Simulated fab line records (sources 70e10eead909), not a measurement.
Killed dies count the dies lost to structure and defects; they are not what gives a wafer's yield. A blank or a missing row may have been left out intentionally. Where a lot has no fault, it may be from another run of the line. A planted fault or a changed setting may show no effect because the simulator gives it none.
fab line records	flow nand_harc
[record] lots = 12	wafers = 36	last_day = 34
route steps=1302 shown A_BLC@1119 A_M0@1144 END@1302
lots untouched by any fault: they come from a run of this same line in which no faults occurred
start_h: hours from the record's first day to the start of the lot's first wafer shown	wait_h: hours since the lot's step before	" identical to the entry in the row above	L1.1+2: one row covering several wafers at once	- no value present, or no start provided	* or withheld: withheld	< > ~ a bound
route shown NAME@n: names a module that has steps shown in the file, with the first one's number in the route	usual: mean/standard deviation taken from wafers without a fault	same: alike in all rows	chamber/n: place in a boat	sites: per-site readings	_std_site: the values' standard deviation	_edge_site: the outer-site mean with the inner-site mean subtracted	radius_mm: for every site, how far away it sits from the centre of the wafer	mask NAME#n: copy n	behind: tool/chamber where the wafer was last shaped	hold: what put the lot on hold/how long, in hours/how the hold closed	device: whichever transistor did not switch (one of n, p or np)	end of line: tests run on the same wafers once the route is complete	a step with no rows: only its recipe	killed: not the wafer's yield, but the dies lost to structure and defects at the first sort	map: a wafer's dies, marking killed ones x, the rest . and places with no die _
set.NAME: setting as actually run; set.NAME@STEP: the setting as run at that earlier step	model.NAME: the simulator's own value behind a step, which no gauge read
route steps across a sampled set of lots; one table per step, one row per wafer
services: a tool's chamber out of use, with start hour (start_h, from the record's first day; less than 0 if before it), hours out, and reason
[[steps]]
[step NHARC_A_BLC_INSPECT_12]
[usual] raw_defect_count = 81/35
lot.wafer	tool	chamber	start_h	wait_h	raw_defect_count
L579.1	defect_inspect-02	-	551.83	0.0	61
L579.3	"	-	"	"	55
L579.5	"	-	"	"	53
L580.2	defect_inspect-02	-	553.04	0.0	111
L580.5	"	-	"	"	102
L580.6	"	-	"	"	108
L583.1	defect_inspect-02	-	562.64	0.0	108
L583.2	"	-	"	"	116
L583.6	"	-	"	"	99
L589.1	defect_inspect-02	-	634.37	0.0	91
L589.2	"	-	"	"	104
L589.6	"	-	"	"	105
L590.2	defect_inspect-01	-	655.24	0.0	74
L590.5	"	-	"	"	85
L590.6	"	-	"	"	83
L592.1	defect_inspect-02	-	673.23	0.0	67
L592.3	"	-	"	"	59
L592.5	"	-	"	"	57
L594.2	defect_inspect-02	-	681.38	0.0	30
L594.5	"	-	"	"	29
L594.6	"	-	"	"	21
L593.3	defect_inspect-01	-	684.88	0.0	167
L593.4	"	-	"	"	158
L593.6	"	-	"	"	143
L596.1	defect_inspect-02	-	699.18	0.0	135
L596.3	"	-	"	"	126
L596.6	"	-	"	"	119
L597.1	defect_inspect-01	-	728.72	0.0	97
L597.3	"	-	"	"	62
L597.4	"	-	"	"	51
L598.1	defect_inspect-02	-	743.72	0.0	45
L598.2	"	-	"	"	55
L598.3	"	-	"	"	67
L600.1	defect_inspect-01	-	761.88	0.0	96
L600.5	"	-	"	"	87
L600.6	"	-	"	"	84
[step NHARC_A_BLC_PVD_32]
[recipe] target_thk_a = 50	chamber_pressure_pa = 5	power_w = 5000	substrate_temp_c = 200	time_s = 17.7	material = Ti
[usual] substrate_temp_c = 199.98/0.18	throttle_valve_pct = 30.7/1.2
lot.wafer	tool	chamber	start_h	wait_h	substrate_temp_c	throttle_valve_pct
L579.1	pvd_sputter-03	-	-	-	200.43	28.1
L579.3	"	-	"	"	199.78	31.7
L579.5	"	-	"	"	200.21	31.8
L580.2	pvd_sputter-02	-	-	-	199.73	32.1
L580.5	"	-	"	"	200.38	30.5
L580.6	"	-	"	"	200.08	32.0
L583.2	pvd_sputter-03	-	-	-	199.85	31.8
L583.1	"	-	"	"	200.13	30.7
L583.6	"	-	"	"	199.80	30.6
L589.2	pvd_sputter-02	-	-	-	200.20	31.9
L589.1	"	-	"	"	199.98	30.3
L589.6	"	-	"	"	199.86	32.2
L590.2	pvd_sputter-03	-	-	-	200.26	31.6
L590.6	"	-	"	"	199.69	30.5
L590.5	"	-	"	"	199.87	30.7
L592.1	pvd_sputter-02	-	-	-	200.08	31.8
L592.3	"	-	"	"	200.31	31.2
L592.5	"	-	"	"	200.04	31.6
L594.2	pvd_sputter-02	-	-	-	199.63	30.5
L594.6	"	-	"	"	199.86	31.5
L594.5	"	-	"	"	199.72	31.6
L593.3	pvd_sputter-02	-	-	-	199.97	31.7
L593.4	"	-	"	"	200.17	31.3
L593.6	"	-	"	"	199.98	30.6
L596.1	pvd_sputter-03	-	-	-	200.05	30.5
L596.3	"	-	"	"	199.94	31.7
L596.6	"	-	"	"	199.96	27.9
L597.1	pvd_sputter-01	-	-	-	199.82	31.1
L597.4	"	-	"	"	199.79	28.6
L597.3	"	-	"	"	200.30	29.6
L598.1	pvd_sputter-01	-	-	-	200.08	29.6
L598.3	"	-	"	"	199.80	29.7
L598.2	"	-	"	"	200.16	30.8
L600.1	pvd_sputter-02	-	-	-	200.18	30.7
L600.5	"	-	"	"	200.28	30.7
L600.6	"	-	"	"	199.89	31.4
[step NHARC_A_M0_EXPOSE_06]
[recipe] na = 1.35	target_cd_nm = 80	dose_mj = 83.25	mask_id = A_M0
[usual] exposure_dose_mJ_cm2 = 83.25/0.089
lot.wafer	tool	chamber	start_h	wait_h	mask	exposure_dose_mJ_cm2
L579.1	arfi_scanner-01	0	555.72	-	A_M0#0	83.10
L579.3	"	0	"	"	A_M0#0	83.30
L579.5	"	0	"	"	A_M0#0	83.30
L580.2	arfi_scanner-01	0	557.13	-	A_M0#0	83.12
L580.5	"	0	"	"	A_M0#0	83.25
L580.6	"	0	"	"	A_M0#0	83.20
L583.1	arfi_scanner-01	0	566.28	-	A_M0#0	83.44
L583.2	"	0	"	"	A_M0#0	83.13
L583.6	"	0	"	"	A_M0#0	83.34
L589.1	arfi_scanner-01	0	638.21	-	A_M0#0	87.75
L589.2	"	0	"	"	A_M0#0	87.76
L589.6	"	0	"	"	A_M0#0	87.63
L590.2	arfi_scanner-01	0	659.03	-	A_M0#0	86.80
L590.5	"	0	"	"	A_M0#0	86.73
L590.6	"	0	"	"	A_M0#0	86.73
L592.1	arfi_scanner-01	0	676.86	-	A_M0#0	86.20
L592.3	"	0	"	"	A_M0#0	86.04
L592.5	"	0	"	"	A_M0#0	86.18
L594.2	arfi_scanner-02	0	685.15	-	A_M0#0	83.40
L594.5	"	0	"	"	A_M0#0	83.32
L594.6	"	0	"	"	A_M0#0	83.31
L593.3	arfi_scanner-01	0	688.82	-	A_M0#0	85.64
L593.4	"	0	"	"	A_M0#0	85.55
L593.6	"	0	"	"	A_M0#0	85.65
L596.1	arfi_scanner-03	0	702.95	-	A_M0#0	83.12
L596.3	"	0	"	"	A_M0#0	83.24
L596.6	"	0	"	"	A_M0#0	83.16
L597.1	arfi_scanner-02	0	732.52	-	A_M0#0	83.29
L597.3	"	0	"	"	A_M0#0	83.24
L597.4	"	0	"	"	A_M0#0	83.16
L598.1	arfi_scanner-03	0	747.38	-	A_M0#0	83.40
L598.2	"	0	"	"	A_M0#0	83.40
L598.3	"	0	"	"	A_M0#0	83.30
L600.1	arfi_scanner-03	0	765.52	-	A_M0#0	83.37
L600.5	"	0	"	"	A_M0#0	83.14
L600.6	"	0	"	"	A_M0#0	83.17
[step NHARC_A_M0_CD_MEAS_09]
[recipe] target_cd_nm = 80	landing_energy_ev = 500
[usual] cd_nm = 80.0/0.7
lot.wafer	tool	chamber	start_h	wait_h	hold	cd_nm
L579.1	cd_sem-02	0	555.86	-	-	79.6
L579.3	"	0	"	"	-	80.4
L579.5	"	0	"	"	-	79.5
L580.2	cd_sem-01	0	557.26	-	-	80.4
L580.5	"	0	"	"	-	80.0
L580.6	"	0	"	"	-	81.3
L583.1	cd_sem-02	0	566.42	-	-	80.3
L583.2	"	0	"	"	-	81.1
L583.6	"	0	"	"	-	81.2
L589.1	cd_sem-01	0	638.35	-	await_dispo/0.2h/release	82.9
L589.2	"	0	"	"	await_dispo/0.2h/release	83.4
L589.6	"	0	"	"	await_dispo/0.2h/release	82.3
L589.1	cd_sem-01	0	-	-	-	82.4
L589.2	"	0	"	"	-	83.1
L589.6	"	0	"	"	-	82.3
L590.2	cd_sem-02	0	659.16	-	-	81.7
L590.5	"	0	"	"	-	82.3
L590.6	"	0	"	"	-	80.8
L592.1	cd_sem-01	0	677.00	-	await_dispo/0.2h/release	81.6
L592.3	"	0	"	"	await_dispo/0.2h/release	81.9
L592.5	"	0	"	"	await_dispo/0.2h/release	81.8
L592.1	cd_sem-01	0	-	-	-	81.2
L592.3	"	0	"	"	-	82.1
L592.5	"	0	"	"	-	82.2
L594.2	cd_sem-01	0	685.29	-	-	80.2
L594.5	"	0	"	"	-	80.1
L594.6	"	0	"	"	-	80.2
L593.3	cd_sem-02	0	688.95	-	-	81.1
L593.4	"	0	"	"	-	82.6
L593.6	"	0	"	"	-	81.8
L596.1	cd_sem-01	0	703.09	-	-	80.4
L596.3	"	0	"	"	-	80.4
L596.6	"	0	"	"	-	81.0
L597.1	cd_sem-02	0	732.66	-	-	80.1
L597.3	"	0	"	"	-	80.1
L597.4	"	0	"	"	-	81.6
L598.1	cd_sem-02	0	747.52	-	-	79.2
L598.2	"	0	"	"	-	81.4
L598.3	"	0	"	"	-	81.1
L600.1	cd_sem-02	0	765.66	-	-	79.2
L600.5	"	0	"	"	-	80.2
L600.6	"	0	"	"	-	79.0
[step NHARC_A_M0_INSPECT_11]
[usual] raw_defect_count = 82/35
lot.wafer	tool	chamber	start_h	wait_h	raw_defect_count
L579.1	defect_inspect-01	-	555.98	0.0	59
L579.3	"	-	"	"	57
L579.5	"	-	"	"	54
L580.2	defect_inspect-02	-	557.39	0.0	117
L580.5	"	-	"	"	106
L580.6	"	-	"	"	110
L583.1	defect_inspect-01	-	566.55	0.0	105
L583.2	"	-	"	"	111
L583.6	"	-	"	"	104
L589.1	defect_inspect-02	-	644.34	0.0	93
L589.2	"	-	"	"	106
L589.6	"	-	"	"	105
L590.2	defect_inspect-01	-	659.29	0.0	78
L590.5	"	-	"	"	80
L590.6	"	-	"	"	84
L592.1	defect_inspect-02	-	680.50	0.0	75
L592.3	"	-	"	"	62
L592.5	"	-	"	"	61
L594.2	defect_inspect-01	-	685.41	0.0	26
L594.5	"	-	"	"	29
L594.6	"	-	"	"	24
L593.3	defect_inspect-01	-	689.07	0.0	164
L593.4	"	-	"	"	159
L593.6	"	-	"	"	142
L596.1	defect_inspect-02	-	703.22	0.0	135
L596.3	"	-	"	"	128
L596.6	"	-	"	"	119
L597.1	defect_inspect-02	-	732.78	0.0	96
L597.3	"	-	"	"	63
L597.4	"	-	"	"	55
L598.1	defect_inspect-01	-	747.65	0.0	51
L598.2	"	-	"	"	54
L598.3	"	-	"	"	67
L600.1	defect_inspect-01	-	765.78	0.0	98
L600.5	"	-	"	"	88
L600.6	"	-	"	"	83
[step NHARC_END_SORT_01]
[recipe] temp_c = 25
[usual] defect_limited_yield = 91.3/2.8	killed_at_array = 54/18	killed_at_other = 0.7/0.87	killed_at_periphery = 3.7/2.5	killed_dies = 59/19	killed_open = 3.3/2	killed_short = 2.6/1.6	sort_bin_2_pct = 3.1/1.2	sort_bin_3_pct = 0.6/0.35	sort_bin_4_pct = 5.0/1.6	sort_n_pass = 618/19	sort_rim_yield_pct = 92/4.4	sort_yield_pct = 91.3/2.8
[same] gross_dies = 677	sort_bin_5_pct[%] = 0	sort_bin_6_pct[%] = 0	sort_bin_7_pct[%] = 0	sort_bin_8_pct[%] = 0	sort_rim_n_gross = 106.00
lot.wafer	tool	chamber	start_h	wait_h	defect_limited_yield[%]	killed_at_array	killed_at_other	killed_at_periphery	killed_dies	killed_open	killed_short	sort_bin_2_pct[%]	sort_bin_3_pct[%]	sort_bin_4_pct[%]	sort_n_pass	sort_rim_yield_pct[%]	sort_yield_pct[%]
L589.1	prober-01	0	694.92	2.5	89.2	69	0	4	73	3	1	5.0	1.2	4.6	604	94	89.2
L589.2	prober-01	0	695.73	2.8	90.0	64	0	4	68	3	2	4.3	1.3	4.4	609	93	90.0
L589.6	prober-01	0	698.98	4.1	88.0	75	0	6	81	6	4	4.0	0.4	7.5	596	91	88.0
L590.5	prober-02	0	703.38	3.7	91.0	57	3	1	61	1	3	3.2	0.7	5.0	616	90	91.0
L592.1	prober-02	0	722.69	2.5	91.6	52	0	5	57	5	5	2.8	0.6	5.0	620	82	91.6
L592.3	prober-02	0	724.33	3.1	92.8	46	0	3	49	3	2	1.9	0.7	4.6	628	99	92.8
L592.5	prober-02	0	725.98	3.8	92.8	43	0	6	49	6	0	2.5	0.9	3.8	628	92	92.8
L593.3	prober-02	0	727.33	3.1	84.2	98	1	8	107	1	5	5.8	1.6	8.4	570	82	84.2
L593.4	prober-02	0	728.11	3.4	85.5	92	0	6	98	0	0	6.4	1.0	7.1	579	82	85.5
L593.6	prober-02	0	729.67	3.9	85.8	83	1	12	96	4	2	5.6	0.4	8.1	581	89	85.8
L596.1	prober-01	0	741.69	2.5	87.7	81	0	2	83	4	1	4.0	0.9	7.4	594	92	87.7
L596.3	prober-01	0	743.30	3.1	89.1	72	0	2	74	3	0	4.1	0.4	6.4	603	98	89.1
L596.6	prober-01	0	745.72	4.0	85.7	92	0	5	97	6	4	4.6	0.9	8.9	580	87	85.7
L597.1	prober-02	0	773.64	2.5	89.5	65	3	3	71	4	3	5.5	0.1	4.9	606	95	89.5
L597.3	prober-02	0	775.24	3.1	91.9	49	0	6	55	5	2	2.7	0.7	4.7	622	98	91.9
L597.4	prober-02	0	776.03	3.4	92.8	42	3	4	49	3	4	2.4	0.1	4.7	628	90	92.8
// killed by level:class
L589.1 A_SLIT:chamber_film_flake=35 A_CHANNEL_HOLE_D2:chamber_film_flake=23 A_CONTACT:chamber_film_flake=4 A_CONTACT:geometric_particle:open=2 A_CHANNEL_HOLE_D1:chamber_film_flake=2 P_STI:geometric_particle:short=1 P_CONTACT:geometric_particle:open=1 P_GATE:chamber_film_flake=1
L589.2 A_SLIT:chamber_film_flake=36 A_CHANNEL_HOLE_D2:chamber_film_flake=16 A_CONTACT:chamber_film_flake=6 P_CONTACT:geometric_particle:open=2 A_CHANNEL_HOLE_D1:chamber_film_flake=2 P_GATE:geometric_particle:open=1 A_ONON_D1:geometric_particle:short=1 A_CHANNEL_FILL_D2:geometric_particle:short=1
L589.6 A_SLIT:chamber_film_flake=36 A_CHANNEL_HOLE_D2:chamber_film_flake=23 A_CHANNEL_HOLE_D1:chamber_film_flake=4 A_BLC:chamber_film_flake=2 P_GATE:geometric_particle:short=1 P_GATE:geometric_particle:open=1 P_M2:geometric_particle:open=1 P_BONDPAD:geometric_particle:open=1
L590.5 A_SLIT:chamber_film_flake=29 A_CHANNEL_HOLE_D1:chamber_film_flake=12 A_CONTACT:chamber_film_flake=6 A_ONON_D2:geometric_particle:short=2 A_CHANNEL_FILL_D1:chamber_film_flake=2 A_M0:chamber_film_flake=2 HYBRID_BOND:chamber_film_flake=2 A_CHANNEL_FILL_D2:geometric_particle:open=1
L592.1 A_SLIT:chamber_film_flake=24 A_STAIRCASE:chamber_film_flake=8 A_CHANNEL_HOLE_D1:chamber_film_flake=6 A_BLC:chamber_film_flake=3 P_M0:geometric_particle:open=2 A_DECK1_JOINT:chamber_film_flake=2 A_CONTACT:chamber_film_flake=2 P_STI:geometric_particle:short=1
L592.3 A_SLIT:chamber_film_flake=29 A_CHANNEL_HOLE_D1:chamber_film_flake=5 A_BLC:chamber_film_flake=5 A_CONTACT:chamber_film_flake=2 P_M0:geometric_particle:open=1 A_ONON_D1:geometric_particle:short=1 A_ONON_D2:geometric_particle:open=1 A_ONON_D2:geometric_particle:short=1
L592.5 A_SLIT:chamber_film_flake=25 A_CHANNEL_HOLE_D1:chamber_film_flake=7 A_STAIRCASE:chamber_film_flake=3 A_CHANNEL_FILL_D2:geometric_particle:open=2 P_BONDPAD:chamber_film_flake=2 A_BLC:chamber_film_flake=2 P_M0:geometric_particle:open=1 A_CHANNEL_FILL_D1:geometric_particle:open=1
L593.3 A_SLIT:chamber_film_flake=32 A_CHANNEL_HOLE_D1:chamber_film_flake=26 A_CHANNEL_HOLE_D2:chamber_film_flake=26 P_GATE:chamber_film_flake=6 A_CONTACT:chamber_film_flake=4 A_ZERO_WELL:chamber_film_flake=2 A_DECK1_JOINT:chamber_film_flake=2 A_STAIRCASE:chamber_film_flake=2
L593.4 A_SLIT:chamber_film_flake=32 A_CHANNEL_HOLE_D1:chamber_film_flake=27 A_CHANNEL_HOLE_D2:chamber_film_flake=23 A_CONTACT:chamber_film_flake=6 P_GATE:chamber_film_flake=4 A_ZERO_WELL:chamber_film_flake=4 P_STI:chamber_film_flake=2
L593.6 A_CHANNEL_HOLE_D1:chamber_film_flake=28 A_SLIT:chamber_film_flake=27 A_CHANNEL_HOLE_D2:chamber_film_flake=13 P_GATE:chamber_film_flake=9 A_DECK1_JOINT:chamber_film_flake=4 A_CHANNEL_FILL_D2:chamber_film_flake=2 A_CONTACT:chamber_film_flake=2 P_M0:geometric_particle:open=1
L596.1 A_SLIT:chamber_film_flake=36 A_CHANNEL_HOLE_D1:chamber_film_flake=22 A_CONTACT:chamber_film_flake=12 A_STAIRCASE:chamber_film_flake=4 A_ONON_D2:geometric_particle:open=2 A_CHANNEL_FILL_D1:geometric_particle:open=1 A_DECK1_JOINT:geometric_particle:open=1 A_M1:geometric_particle:short=1
L596.3 A_SLIT:chamber_film_flake=30 A_CHANNEL_HOLE_D1:chamber_film_flake=28 A_CONTACT:chamber_film_flake=7 A_CHANNEL_FILL_D2:chamber_film_flake=3 P_M1:geometric_particle:open=1 A_CHANNEL_HOLE_D1:geometric_particle:open=1 A_DECK1_JOINT:geometric_particle:open=1 P_STI:chamber_film_flake=1
L596.6 A_CHANNEL_HOLE_D1:chamber_film_flake=34 A_SLIT:chamber_film_flake=30 A_CONTACT:chamber_film_flake=12 A_CHANNEL_FILL_D2:geometric_particle:open=3 P_GATE:chamber_film_flake=2 P_CONTACT:chamber_film_flake=2 A_CHANNEL_FILL_D1:chamber_film_flake=2 A_STAIRCASE:chamber_film_flake=2
L597.1 A_CHANNEL_HOLE_D2:chamber_film_flake=31 A_SLIT:chamber_film_flake=10 A_CONTACT:chamber_film_flake=8 P_BONDPAD:chamber_film_flake=3 A_STAIRCASE:chamber_film_flake=3 THIN_TSV:chamber_film_flake=3 A_CHANNEL_FILL_D1:geometric_particle:short=2 A_CHANNEL_HOLE_D1:unspecified=2
L597.3 A_CHANNEL_HOLE_D2:chamber_film_flake=31 A_SLIT:chamber_film_flake=6 A_CONTACT:chamber_film_flake=4 P_BONDPAD:chamber_film_flake=2 A_CHANNEL_HOLE_D1:unspecified=2 P_GATE:geometric_particle:open=1 P_M0:geometric_particle:open=1 P_M2:geometric_particle:open=1
L597.4 A_CHANNEL_HOLE_D2:chamber_film_flake=23 A_SLIT:chamber_film_flake=5 A_CHANNEL_FILL_D1:chamber_film_flake=3 A_CONTACT:chamber_film_flake=3 THIN_TSV:chamber_film_flake=3 P_CONTACT:geometric_particle:open=2 P_M0:geometric_particle:short=2 A_CHANNEL_HOLE_D1:unspecified=2
[[services]]
tool	chamber	start_h	hours	kind
arfi_scanner-03	-	540.00	4.0	pm
pvd_sputter-03	-	542.41	1.2	repair
arfi_scanner-03	-	551.85	7.0	repair
pvd_sputter-02	-	573.05	2.2	repair
pvd_sputter-01	-	582.00	10.0	pm
pvd_sputter-01	-	592.06	4.8	repair
arfi_scanner-01	-	596.60	4.0	pm
pvd_sputter-03	-	611.34	3.4	repair
arfi_scanner-03	-	617.01	5.9	repair
arfi_scanner-01	-	634.97	1.3	repair
arfi_scanner-02	-	656.00	4.0	pm
pvd_sputter-02	-	659.17	10.0	pm
pvd_sputter-02	-	701.34	3.5	repair
arfi_scanner-01	-	701.48	1.9	repair
pvd_sputter-03	-	704.04	10.0	pm
arfi_scanner-03	-	712.00	4.0	pm
pvd_sputter-02	-	745.10	2.4	repair
arfi_scanner-02	-	752.71	17.0	repair
pvd_sputter-01	-	760.00	10.0	pm
[[key]]
[first_sign] step = NHARC_A_M0_EXPOSE_06	reading = exposure_dose_mJ_cm2	direction = up	sigmas = 37	usual = 83.25	struck = 86.55
[effect] step = NHARC_A_M0_CD_MEAS_09	reading = visit	direction = added	through = control_loop
met_at NHARC_A_M0_EXPOSE_06
struck_lots L589,L590,L592,L593
[loop_trim] step = NHARC_A_M0_EXPOSE_06	setting = dose	lots = L590,L592,L593
not_acting_at NHARC_A_BLC_INSPECT_12,NHARC_A_BLC_PVD_32,NHARC_A_M0_INSPECT_11
onset_between 566.28 638.21
[fault] kind = process_parameter_drift	tool = arfi_scanner-01	chamber = -	onset_h = 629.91	steps = NHARC_A_M0_EXPOSE_06	channel = dose_mj	offset = 4.4395	shape = step	acts_in = these_recipes_only	stated = 83.25
// loop_trim: a control loop set the setting to another value than it would have without faults
